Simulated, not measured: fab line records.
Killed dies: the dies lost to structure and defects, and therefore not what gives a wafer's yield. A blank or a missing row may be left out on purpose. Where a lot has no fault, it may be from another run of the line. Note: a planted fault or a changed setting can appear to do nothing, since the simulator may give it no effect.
Chamber matching | flow n5 finfet | N5_BEOL_M2_PRE_CLEAN_60 on cvd co-01: 3 sister chambers
The step time 15 s. 3 wafers are shown with their chamber, then 12 later ones without.

WAFERS, EACH WITH ITS CHAMBER
wafer  | chamber | heater power w (W)
L094.4 | 0       | 71
L094.5 | 2       | 78
L094.6 | 1       | 111

WAFERS MISSING THEIR CHAMBER
wafer  | heater power w (W)
L095.1 | 114
L095.4 | 80
L095.5 | 115
L097.2 | 71
L097.3 | 113
L097.6 | 113
L096.1 | 77
L096.2 | 111
L096.3 | 71
L096.4 | 111
L096.5 | 71
L096.6 | 82

EACH ONE'S CHAMBER
wafer  | from the rows above | in truth
L095.1 | 1                   | 1
L095.4 | 2                   | 2
L095.5 | 1                   | 1
L097.2 | 0                   | 0
L097.3 | 1                   | 1
L097.6 | 1                   | 1
L096.1 | 2                   | 2
L096.2 | 1                   | 1
L096.3 | 0                   | 0
L096.4 | 1                   | 1
L096.5 | 0                   | 0
L096.6 | 2                   | 2
Placed correctly: 12 of 12. Number that these rows cannot place: 0. Number placed wrongly: 0.
How it was worked out, from the rows above alone: a wafer's distance from a chamber is the root of the sum, over the readings, of the square of ((its reading less the chamber's mean) divided by the reading's scatter). If the next closest chamber is less than 2 further off than the closest, the wafer can't be placed; otherwise it belongs to the closest. Each chamber's mean is taken over the wafers shown for it. The scatter: with one shown wafer a chamber, the root of the mean of the squares of how far each hidden wafer lies from its nearest shown one.
